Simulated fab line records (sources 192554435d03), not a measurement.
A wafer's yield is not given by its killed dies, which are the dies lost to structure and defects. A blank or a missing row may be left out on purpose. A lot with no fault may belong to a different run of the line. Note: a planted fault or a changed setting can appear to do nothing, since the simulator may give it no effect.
fab line records	flow n5_finfet
record lots=7	wafers=21
route steps=1938 shown ZERO_LAYER@4 FIN_SAQP@125 DUMMY_GATE@220 SPACER0@259 SD_EPI_N@263 SD_EPI_P@312
start_h: the number of hours between the record's first day and the start of the first shown wafer of the lot	wait_h: time in hours since the lot's previous step	" unchanged from the row above	L1.1+2: several wafers, shown together as one row	- no value present, or no start provided	* or withheld: withheld	< > ~ a bound
route shown NAME@n: a module of which the file shows steps, and the number in the route of the first	usual: mean/standard deviation of fault-free wafers	same: alike in all rows	chamber/n: place in a boat	sites: readings site by site	_std_site: the values' standard deviation	_edge_site: inner sites' mean taken away from outer sites' mean	radius_mm: how far each site lies from the wafer's centre	mask NAME#n: copy n	behind: tool/chamber where the wafer was last shaped	hold: what put the lot on hold/how long, in hours/how the hold closed	device: transistor that didn't switch, given as n, p or np	end of line: at the end of the route, the tests of the same wafers	where a step has no rows: the recipe by itself	killed: dies that structure and defects cost at the first sort, which is not the same as the wafer's yield	map: a wafer's dies, marking killed ones x, the rest . and places with no die _
set.NAME: setting as actually run; set.NAME@STEP: the setting as run at that earlier step	model.NAME: the simulator's own value behind a step, which no gauge read
lots with deliberately changed settings; one table per step, one row per wafer
## steps
# step N5_ZERO_LAYER_PECVD_02
# recipe material=SiO2	target_thk_a=100	temp_c=400	precursor=SiH4/N2O	pressure_torr=0.75	rf_w=275	time_s=6
lot.wafer	tool	chamber	start_h	wait_h	set.time_s	model.SiO2_of_ZERO_LAYER_PECVD_02.thk_nm
L078.2	pecvd-02	1	36.30	0.0	6	9.812
L078.3	"	1	"	"	6.72	11.17
L078.4	"	0	"	"	6.72	11.25
L079.3	pecvd-02	1	42.31	0.1	5.377	9.05
L079.4	"	0	"	"	6	10.21
L079.6	"	1	"	"	6	10.03
L085.2	pecvd-04	1	78.28	0.0	6	9.91
L085.3	"	0	"	"	5.71	9.388
L085.6	"	2	"	"	5.71	9.555
L088.2	pecvd-02	2	96.28	0.0	6	9.924
L088.3	"	0	"	"	6	9.908
L088.5	"	2	"	"	6	10.24
L089.1	pecvd-02	2	102.28	0.0	6	9.913
L089.3	"	0	"	"	5.353	8.923
L089.5	"	2	"	"	5.353	8.902
L090.3	pecvd-02	1	108.30	0.0	6	10.54
L090.5	"	1	"	"	6	10.46
L090.6	"	2	"	"	6	10.51
L093.2	pecvd-04	0	126.30	0.0	6	9.873
L093.3	"	2	"	"	6	9.755
L093.5	"	2	"	"	6	9.829
# step N5_FIN_SAQP_SPACER1_ALD_24
# recipe material=SiO2	target_thk_a=203	temp_c=300	ald_precursor_family=BDEAS	ald_co_reactant=O2-plasma	pulse_time_s=1	purge_time_s=2	co_reactant_purge_time_s=2	ald_cycles=218	pressure_torr=2
lot.wafer	tool	chamber	start_h	wait_h	set.ald_cycles	model.SiO2_of_FIN_SAQP_SPACER1_ALD_24.thk_nm
L078.2	ald_sin-04	3	46.93	0.3	202	19
L078.3+4	"	1,2	"	"	218	20.4
L079.3	ald_sin-03	1	53.24	0.1	218	20.2
L079.4+6	"	0	"	"	243	22.6
L085.2	ald_sin-01	2	89.65	0.3	254	23.6
L085.3	"	0	"	"	254	23.8
L085.6	"	2	"	"	218	20.4
L088.2+5	ald_sin-03	2,0	110.03	1.9	218	20.4
L088.3	"	3	"	"	196	18.2
L089.1+5	ald_sin-04	2	115.96	0.3	218	20.4
L089.3	"	1	"	"	233	21.8
L090.3	ald_sin-03	1	121.43	0.2	218	20.4
L090.5	"	0	"	"	206	19
L090.6	"	1	"	"	218	20.2
L093.2+5	ald_sin-04	2,3	138.18	0.4	218	20.4
L093.3	"	0	"	"	218	20.2
# step N5_FIN_SAQP_SPACER1_ETCHBACK_25
# recipe chemistry=CHF3/O2	mode=anisotropic_etchback	target=SiO2	target_depth_a=244	time_s=12.2	pressure_mtorr=30	source_w=650	bias_w=170	Ar_flow_sccm=200	CHF3_flow_sccm=50	O2_flow_sccm=5	ion_energy_ev=200
# step N5_FIN_SAQP_MANDREL1_REMOVE_56
# recipe chemistry=HBr/Cl2/O2	bt_time_s=10	target=a-Si	stop_on=SiNx	endpoint=OES-SiCl	over_etch_frac=1	icp_w=600	bias_w=22	HBr_flow_sccm=150	Cl2_flow_sccm=80	O2_flow_sccm=5	pressure_mtorr=10
lot.wafer	tool	chamber	start_h	wait_h	set.ald_cycles@FIN_SAQP_SPACER1_ALD_24	model.FIN_SAQP.cd_nm
L078.2	rie_si-03	3	47.79	0.1	202	19
L078.3	"	2	"	"	218	20.6
L078.4	"	0	"	"	218	20.4
L079.3	rie_si-02	1	54.05	0.1	218	20.2
L079.4+6	"	0,3	"	"	243	22.4
L085.2	rie_si-04	1	90.82	0.1	254	23.6
L085.3	"	2	"	"	254	23.8
L085.6	"	0	"	"	218	20.2
L088.2+5	rie_si-02	2,3	111.46	0.1	218	20.4
L088.3	"	1	"	"	196	18.2
L089.1	rie_si-04	0	116.79	0.1	218	20.4
L089.3	"	3	"	"	233	21.8
L089.5	"	3	"	"	218	20.2
L090.3	rie_si-04	0	122.37	0.1	218	20.2
L090.5	"	1	"	"	206	19.2
L090.6	"	0	"	"	218	20
L093.2+3+5	rie_si-03	0,1,1	139.24	0.1	218	20.4
# step N5_FIN_SAQP_CD_MEAS_27
# recipe target_cd_nm=20	landing_energy_ev=1000	detector=se_inlens	polarity=line
# usual cd_nm=20.33/0.22
lot.wafer	tool	chamber	start_h	wait_h	set.ald_cycles@FIN_SAQP_SPACER1_ALD_24	cd_nm
L078.2	cd_sem-02	0	47.91	0.1	202	18.48
L078.3	"	0	"	"	218	20.19
L078.4	"	0	"	"	218	20.47
L079.3	cd_sem-02	0	54.16	0.1	218	19.95
L079.4	"	0	"	"	243	22.82
L079.6	"	0	"	"	243	22.80
L085.2	cd_sem-03	0	90.93	0.1	254	23.99
L085.3	"	0	"	"	254	23.83
L085.6	"	0	"	"	218	20.59
L088.2	cd_sem-02	0	111.58	0.1	218	20.58
L088.3	"	0	"	"	196	18.27
L088.5	"	0	"	"	218	20.45
L089.1	cd_sem-02	0	116.90	0.1	218	20.30
L089.3	"	0	"	"	233	22.16
L089.5	"	0	"	"	218	20.37
L090.3	cd_sem-03	0	122.49	0.1	218	20.24
L090.5	"	0	"	"	206	18.78
L090.6	"	0	"	"	218	20.25
L093.2	cd_sem-02	0	139.36	0.1	218	20.38
L093.3	"	0	"	"	218	20.33
L093.5	"	0	"	"	218	20.43
# step N5_FIN_SAQP_ETCH_65
# recipe chemistry=CF4	target=SiO2	target_depth_a=40	ion_energy_ev=350	time_s=4.4	pressure_mtorr=10	icp_w=800	bias_w=400	cf4_flow_sccm=80
lot.wafer	tool	chamber	start_h	wait_h	set.time_s	model.etch.depth_nm
L078.2	rie_si-02	3	48.08	0.1	3.637	3.294
L078.3	"	0	"	"	4.4	4.003
L078.4	"	1	"	"	4.4	3.992
L079.3	rie_si-03	2	54.63	0.1	4.4	3.982
L079.4	"	0	"	"	4.4	3.971
L079.6	"	0	"	"	4.4	3.947
L085.2	rie_si-03	0	91.25	0.1	4.4	4.037
L085.3	"	2	"	"	4.4	4.053
L085.6	"	2	"	"	5.204	4.797
L088.2	rie_si-03	3	112.04	0.1	3.703	3.365
L088.3	"	2	"	"	4.4	4.048
L088.5	"	3	"	"	4.4	3.978
L089.1	rie_si-02	2	117.28	0.1	4.4	3.981
L089.3	"	3	"	"	4.4	3.924
L089.5	"	3	"	"	4.4	3.949
L090.3	rie_si-02	3	122.71	0.1	4.4	3.996
L090.5	"	3	"	"	4.742	4.302
L090.6	"	1	"	"	4.742	4.354
L093.2	rie_si-02	3	139.67	0.1	4.4	3.99
L093.3	"	0	"	"	4.4	4.046
L093.5	"	3	"	"	4.4	3.994
# step N5_DUMMY_GATE_HM_DEP_06
# recipe material=SiNx	target_thk_a=800	precursor=DCS/NH3	temp_c=700	pressure_mtorr=300	time_s=5141
lot.wafer	tool	chamber	start_h	wait_h	set.time_s	model.SiNx_of_DUMMY_GATE_HM_DEP_06.thk_nm
L078.2+4	-	-	-	0.0	4460	69.4
L078.3	"	-	"	"	4460	68.6
L079.3	-	-	-	0.0	4591	70.4
L079.4	"	-	"	"	4591	71
L079.6	"	-	"	"	4591	70.8
L085.2	-	-	-	0.0	5141	79.6
L085.3	"	-	"	"	5141	80
L085.6	"	-	"	"	5141	79.4
L088.2	-	-	-	0.0	5756	89.4
L088.3	"	-	"	"	5756	89.2
L088.5	"	-	"	"	5756	89.6
L089.1	-	-	-	0.0	5343	83
L089.3	"	-	"	"	5343	82.8
L089.5	"	-	"	"	5343	83.4
L090.3	-	-	-	0.0	5640	87
L090.5	"	-	"	"	5640	86.6
L090.6	"	-	"	"	5640	87.8
L093.2+3	lpcvd-01	0/70,0/75	156.45	0.0	5141	78.6
L093.5	"	0/84	"	"	5141	78.2
# step N5_DUMMY_GATE_EXPOSE_12
# recipe mask_id=GATE	na=0.33	source_shape=annular	sigma_inner=0.2	sigma_outer=0.6	polarization=unpolarized	target_cd_nm=25	dose_mj=34
lot.wafer	tool	chamber	start_h	wait_h	mask	set.dose_mj
L078.2	euv_scanner-02	0	69.29	-	GATE#0	34
L078.3+4	"	0	"	"	GATE#0	31.56
L079.3+4+6	euv_scanner-01	0	77.08	-	GATE#0	34
L085.2+3	euv_scanner-01	0	113.74	-	GATE#0	35.9
L085.6	"	0	"	"	GATE#0	34
L088.2+3	euv_scanner-01	0	132.98	-	GATE#0	32.51
L088.5	"	0	"	"	GATE#0	34
L089.1+3+5	euv_scanner-02	0	140.54	-	GATE#0	34
L090.3	euv_scanner-01	0	144.28	-	GATE#0	34
L090.5+6	"	0	"	"	GATE#0	36.42
L093.2+3+5	euv_scanner-02	0	160.72	-	GATE#0	34
# step N5_DUMMY_GATE_PEB_13
# recipe peb_temp_c=100	peb_time_s=60	resist=CAR-EUV
# step N5_DUMMY_GATE_DEVELOP_14
# recipe develop_time_s=30	developer=TMAH	resist=CAR-EUV	rinse_liquid=surfactant_rinse	dry=air_spin	dev_temp_c=23
# step N5_DUMMY_GATE_CD_MEAS_15
# recipe target_cd_nm=25.8	landing_energy_ev=500	detector=se_inlens
# usual cd_nm=24.99/0.26
lot.wafer	tool	chamber	start_h	wait_h	set.dose_mj@DUMMY_GATE_EXPOSE_12	cd_nm
L078.2	cd_sem-03	0	69.41	-	34	25.32
L078.3	"	0	"	"	31.56	26.60
L078.4	"	0	"	"	31.56	26.21
L079.3	cd_sem-01	0	77.20	-	34	25.18
L079.4	"	0	"	"	34	24.85
L079.6	"	0	"	"	34	24.96
L085.2	cd_sem-02	0	113.87	-	35.9	24.12
L085.3	"	0	"	"	35.9	23.69
L085.6	"	0	"	"	34	24.79
L088.2	cd_sem-03	0	133.10	-	32.51	26.25
L088.3	"	0	"	"	32.51	26.04
L088.5	"	0	"	"	34	25.12
L089.1	cd_sem-01	0	140.67	-	34	24.88
L089.3	"	0	"	"	34	24.79
L089.5	"	0	"	"	34	25.39
L090.3	cd_sem-01	0	144.40	-	34	25.18
L090.5	"	0	"	"	36.42	24.07
L090.6	"	0	"	"	36.42	23.84
L093.2	cd_sem-01	0	160.84	-	34	24.87
L093.3	"	0	"	"	34	25.10
L093.5	"	0	"	"	34	24.94
# step N5_DUMMY_GATE_STRIP_38
# recipe chemistry=N2/H2	temp_c=40	n2_flow_sccm=200	h2_flow_sccm=200	rf_frequency_hz=6e+07
# step N5_DUMMY_GATE_STRIP_39
# recipe chemistry=N2/H2	temp_c=40	n2_flow_sccm=200	h2_flow_sccm=200	rf_frequency_hz=6e+07
# step N5_DUMMY_GATE_TRIM_49
# recipe chemistry=O2	resist=SOC	time_s=29	target_cd_nm=14	source_power_w=300	bias_power_w=0	O2_flow_sccm=100	temp_c=20
lot.wafer	tool	chamber	start_h	wait_h	set.dose_mj@DUMMY_GATE_EXPOSE_12	model.DUMMY_GATE.cd_nm
L078.2	rie_si-05	3	69.76	0.0	34	14.2
L078.3+4	"	2,1	"	"	31.56	15.6
L079.3+6	rie_si-06	3,1	77.86	0.0	34	13.4
L079.4	"	1	"	"	34	13.8
L085.2	rie_si-05	1	114.23	0.0	35.9	13.4
L085.3	"	2	"	"	35.9	12.8
L085.6	"	0	"	"	34	14.2
L088.2	rie_si-06	1	133.46	0.0	32.51	14.8
L088.3	"	2	"	"	32.51	15
L088.5	"	2	"	"	34	14.2
L089.1+5	rie_si-05	3	141.05	0.0	34	14.2
L089.3	"	0	"	"	34	13.8
L090.3	rie_si-05	3	144.76	0.0	34	14
L090.5	"	2	"	"	36.42	12.8
L090.6	"	1	"	"	36.42	13
L093.2	rie_si-05	1	161.47	0.0	34	14.4
L093.3	"	0	"	"	34	14
L093.5	"	0	"	"	34	13.8
# step N5_DUMMY_GATE_STRIP_40
# recipe chemistry=CF4	resist=SiARC	power_w=300	bias_power_w=75	pressure_mtorr=50	cf4_flow_sccm=150	rf_frequency_hz=6e+07
# step N5_DUMMY_GATE_ETCH_44
# recipe chemistry=HBr/O2	over_etch_frac=0.7	target_depth_a=1275	stop_on=SiO2	ion_energy_ev=60	bias_w=20	target=poly-Si	mask_material=SiO2	pressure_mtorr=20	icp_w=400	HBr_flow_sccm=120	O2_flow_sccm=10
# step N5_DUMMY_GATE_ETCH_42
# recipe chemistry=CHF3/O2	target=SiO2	target_depth_a=35	time_s=31	ion_energy_ev=30	bias_w=12	pressure_mtorr=30	source_w=600	Ar_flow_sccm=200	CHF3_flow_sccm=50	O2_flow_sccm=5
lot.wafer	tool	chamber	start_h	wait_h	set.dose_mj@DUMMY_GATE_EXPOSE_12	model.DUMMY_GATE.cd_nm
L078.2	rie_diel-02	3	70.45	0.0	34	15.4
L078.3	"	0	"	"	31.56	16.6
L078.4	"	1	"	"	31.56	16.8
L079.3+6	rie_diel-03	3,1	78.59	0.0	34	14.2
L079.4	"	2	"	"	34	14.8
L085.2	rie_diel-02	0	114.93	0.1	35.9	14.6
L085.3	"	2	"	"	35.9	14
L085.6	"	3	"	"	34	15.2
L088.2	rie_diel-03	1	134.15	0.0	32.51	15.8
L088.3	"	3	"	"	32.51	16
L088.5	"	1	"	"	34	15.2
L089.1+5	rie_diel-06	2,3	141.90	0.1	34	15.2
L089.3	"	0	"	"	34	14.8
L090.3	rie_diel-03	0	145.45	0.0	34	15.2
L090.5	"	0	"	"	36.42	13.8
L090.6	"	3	"	"	36.42	14.2
L093.2	rie_diel-06	2	162.25	0.1	34	15.4
L093.3+5	"	1,2	"	"	34	15
# step N5_SPACER0_ALD_00
# recipe material=SiOCN	target_thk_a=35	temp_c=400	ald_precursor_family=alkyl-aminosilane	ald_co_reactant=O2/N2-plasma	pulse_time_s=3	purge_time_s=2	co_reactant_purge_time_s=2	ald_cycles=58	pressure_torr=2
lot.wafer	tool	chamber	start_h	wait_h	set.ald_cycles	model.SiOCN_of_SPACER0_ALD_00.thk_nm
L078.2	ald_sin-04	0	70.88	0.1	58	3.6
L078.3	"	3	"	"	55	3.2
L078.4	"	2	"	"	58	3.4
L079.3+6	ald_sin-02	2	80.31	0.1	58	3.6
L079.4	"	3	"	"	52	3
L085.2+6	ald_sin-04	1,3	115.36	0.1	58	3.4
L085.3	"	3	"	"	64	3.8
L088.2+5	ald_sin-03	2,0	135.14	0.1	67	4
L088.3	"	1	"	"	58	3.6
L089.1+3	ald_sin-04	0,2	142.33	0.1	50	3
L089.5	"	3	"	"	58	3.4
L090.3	ald_sin-02	0	146.00	0.1	58	3.4
L090.5	"	1	"	"	58	3.6
L090.6	"	0	"	"	50	3
L093.2	ald_sin-03	2	162.67	0.1	58	3.6
L093.3+5	"	0,2	"	"	58	3.4
# step N5_SD_EPI_N_COAT_33
# recipe resist=SiARC	temp_c=220	time_s=60	spin_rpm=1500	resist_thk_nm=35
lot.wafer	tool	chamber	start_h	wait_h	set.spin_rpm	model.SiARC_of_SD_EPI_N_COAT_33.thk_nm
L078.2+4	litho_track-04	0	-	-	1500	35
L078.3	"	0	"	"	1441	35.6
L079.3+6	litho_track-02	0	-	-	1362	36.8
L079.4	"	0	"	"	1500	35
L085.2	litho_track-03	0	-	-	1363	36.8
L085.3	"	0	"	"	1500	35.2
L085.6	"	0	"	"	1363	36.6
L088.2	litho_track-02	0	-	-	1656	33.4
L088.3	"	0	"	"	1500	35
L088.5	"	0	"	"	1500	35.2
L089.1+3+5	litho_track-02	0	-	-	1500	35
L090.3	litho_track-02	0	-	-	1456	35.4
L090.5+6	"	0	"	"	1456	35.2
L093.2+3	litho_track-02	0	-	-	1500	35
L093.5	"	0	"	"	1500	35.2
# step N5_SD_EPI_N_COAT_03
# recipe resist=CAR-ArF-block	spin_rpm=1500	resist_thk_nm=150
# step N5_SD_EPI_N_EBR_05
# recipe solvent=PGMEA	ebr_width_mm=1.5
# step N5_SD_EPI_N_DESCUM_14
# recipe chemistry=O2	time_s=7.9	source_power_w=50	bias_power_w=20	pressure_mtorr=20	rf_frequency_hz=2.712e+07	temp_c=40	resist=CAR-ArF-block	o2_flow_sccm=225
# step N5_SD_EPI_N_ETCH_34
# recipe chemistry=CF4	target=SiARC	target_depth_a=455	mask_material=CAR-ArF-block	time_s=75.8	ion_energy_ev=80	pressure_mtorr=40	source_w=545	bias_w=36	Ar_flow_sccm=100	cf4_flow_sccm=100	ends=cleared
# usual etch_rf_on_time_s=76.4/0.99
lot.wafer	tool	chamber	start_h	wait_h	set.spin_rpm@SD_EPI_N_COAT_33	etch_rf_on_time_s	model.etch.depth_nm	model.CAR-ArF-block_of_SD_EPI_N_COAT_03.thk_nm
L078.2	rie_diel-05	3	71.82	0.0	1500	75.1	34.98	111
L078.3	"	2	"	"	1441	78.0	35.64	110.6
L078.4	"	0	"	"	1500	77.5	35	111.2
L079.3	rie_diel-01	2	81.15	0.0	1362	79.3	36.7	110.6
L079.4	"	3	"	"	1500	75.4	34.93	112.6
L079.6	"	3	"	"	1362	79.1	36.82	110.4
L085.2	rie_diel-04	1	117.51	0.0	1363	78.5	36.8	109.2
L085.3	"	3	"	"	1500	75.9	35.1	111
L085.6	"	3	"	"	1363	80.0	36.67	109.8
L088.2	rie_diel-05	2	136.07	0.0	1656	73.2	33.39	112.2
L088.3	"	3	"	"	1500	76.2	35.01	111
L088.5	"	3	"	"	1500	76.4	35.14	110.6
L089.1	rie_diel-05	1	143.88	0.0	1500	76.6	34.99	111.4
L089.3	"	0	"	"	1500	77.2	34.92	111.6
L089.5	"	3	"	"	1500	76.2	34.97	111.2
L090.3	rie_diel-05	2	146.93	0.0	1456	77.8	35.47	110.4
L090.5	"	0	"	"	1456	79.0	35.29	110.6
L090.6	"	3	"	"	1456	77.6	35.3	111
L093.2	rie_diel-04	0	163.52	0.0	1500	76.6	35.05	111.6
L093.3	"	2	"	"	1500	76.2	35.09	111.4
L093.5	"	2	"	"	1500	76.0	35.12	111.2
# step N5_SD_EPI_N_ETCH_35
# recipe chemistry=N2/H2	target=SOC	overetch_a=1080	mask_material=SiARC	temp_c=40	ion_energy_ev=100	source_w=3000	bias_w=133	pressure_mtorr=20	time_s=486	n2_flow_sccm=200	h2_flow_sccm=200
lot.wafer	tool	chamber	start_h	wait_h	set.spin_rpm@SD_EPI_N_COAT_33	model.SiARC_of_SD_EPI_N_COAT_33.thk_nm
L078.2	rie_diel-05	3	71.87	0.0	1500	19.8
L078.3	"	2	"	"	1441	20.8
L078.4	"	0	"	"	1500	20.2
L079.3+6	rie_diel-01	2,3	81.21	0.0	1362	21.6
L079.4	"	3	"	"	1500	19.6
L085.2	rie_diel-04	1	117.57	0.0	1363	21.4
L085.3	"	3	"	"	1500	19.8
L085.6	"	3	"	"	1363	21.6
L088.2	rie_diel-05	2	136.13	0.0	1656	18.4
L088.3	"	3	"	"	1500	19.8
L088.5	"	3	"	"	1500	20
L089.1	rie_diel-05	1	143.93	0.0	1500	20
L089.3	"	0	"	"	1500	20.2
L089.5	"	3	"	"	1500	19.8
L090.3+5	rie_diel-05	2,0	146.99	0.0	1456	20.2
L090.6	"	3	"	"	1456	20
L093.2	rie_diel-04	0	163.60	0.1	1500	20.2
L093.3+5	"	2	"	"	1500	20
# step N5_SD_EPI_P_ETCH_16
# recipe chemistry=CHF3/O2	target=SiO2	target_depth_a=50	mask_material=SOC	pressure_mtorr=30	source_w=650	bias_w=170	Ar_flow_sccm=200	CHF3_flow_sccm=50	O2_flow_sccm=5	ion_energy_ev=200
lot.wafer	tool	chamber	start_h	wait_h	set.target_depth_a	model.etch.depth_nm
L078.2	rie_diel-02	3	77.59	0.1	45.66	4.45
L078.3	"	1	"	"	50	4.973
L078.4	"	0	"	"	45.66	4.609
L079.3	rie_diel-03	0	87.19	0.1	50	4.95
L079.4	"	1	"	"	50	4.942
L079.6	"	0	"	"	50	4.961
L085.2	rie_diel-06	2	122.44	0.1	50	4.965
L085.3	"	0	"	"	50	4.933
L085.6	"	1	"	"	50	5.11
L088.2	rie_diel-06	0	141.27	0.1	50	4.944
L088.3	"	1	"	"	50	5.115
L088.5	"	2	"	"	50	4.985
L089.1	rie_diel-06	1	148.92	0.1	50	5.181
L089.3	"	3	"	"	50	5.016
L089.5	"	2	"	"	53.77	5.413
L090.3	rie_diel-06	3	152.30	0.1	50	5.002
L090.5	"	3	"	"	46.75	4.717
L090.6	"	2	"	"	50	5.026
L093.2	rie_diel-02	3	169.28	0.1	50	5.158
L093.3	"	0	"	"	50	4.989
L093.5	"	3	"	"	50	5.132
## key
split step=N5_ZERO_LAYER_PECVD_02	setting=time_s	stated=6	by=wafer
response step=N5_ZERO_LAYER_PECVD_02	reading=model.SiO2_of_ZERO_LAYER_PECVD_02.thk_nm	change=+0.104	per=1%	r=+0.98
split step=N5_FIN_SAQP_SPACER1_ALD_24	setting=ald_cycles	stated=218	by=wafer
response step=N5_FIN_SAQP_SPACER1_ALD_24	reading=model.SiO2_of_FIN_SAQP_SPACER1_ALD_24.thk_nm	change=+0.206	per=1%	r=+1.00
response step=N5_FIN_SAQP_MANDREL1_REMOVE_56	reading=model.FIN_SAQP.cd_nm	change=+0.206	per=1%	r=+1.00
response step=N5_FIN_SAQP_CD_MEAS_27	reading=cd_nm	change=+0.226	per=1%	r=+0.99
split step=N5_FIN_SAQP_ETCH_65	setting=time_s	stated=4.4	by=wafer
response step=N5_FIN_SAQP_ETCH_65	reading=model.etch.depth_nm	change=+0.041	per=1%	r=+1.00
split step=N5_DUMMY_GATE_HM_DEP_06	setting=time_s	stated=5141	by=lot
response step=N5_DUMMY_GATE_HM_DEP_06	reading=model.SiNx_of_DUMMY_GATE_HM_DEP_06.thk_nm	change=+0.807	per=1%	r=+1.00
split step=N5_DUMMY_GATE_EXPOSE_12	setting=dose_mj	stated=34	by=wafer
response step=N5_DUMMY_GATE_CD_MEAS_15	reading=cd_nm	change=-0.17	per=1%	r=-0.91
response step=N5_DUMMY_GATE_TRIM_49	reading=model.DUMMY_GATE.cd_nm	change=-0.178	per=1%	r=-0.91
response step=N5_DUMMY_GATE_ETCH_42	reading=model.DUMMY_GATE.cd_nm	change=-0.17	per=1%	r=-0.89
split step=N5_SPACER0_ALD_00	setting=ald_cycles	stated=58	by=wafer
response step=N5_SPACER0_ALD_00	reading=model.SiOCN_of_SPACER0_ALD_00.thk_nm	change=+0.0354	per=1%	r=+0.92
split step=N5_SD_EPI_N_COAT_33	setting=spin_rpm	stated=1500	by=wafer
response step=N5_SD_EPI_N_COAT_33	reading=model.SiARC_of_SD_EPI_N_COAT_33.thk_nm	change=-0.172	per=1%	r=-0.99
response step=N5_SD_EPI_N_ETCH_34	reading=etch_rf_on_time_s	change=*	per=1%	r=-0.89
response step=N5_SD_EPI_N_ETCH_34	reading=model.etch.depth_nm	change=-0.178	per=1%	r=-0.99
response step=N5_SD_EPI_N_ETCH_34	reading=model.CAR-ArF-block_of_SD_EPI_N_COAT_03.thk_nm	change=+0.17	per=1%	r=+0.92
response step=N5_SD_EPI_N_ETCH_35	reading=model.SiARC_of_SD_EPI_N_COAT_33.thk_nm	change=-0.181	per=1%	r=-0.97
split step=N5_SD_EPI_P_ETCH_16	setting=target_depth_a	stated=50	by=wafer
response step=N5_SD_EPI_P_ETCH_16	reading=model.etch.depth_nm	change=+0.0468	per=1%	r=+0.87
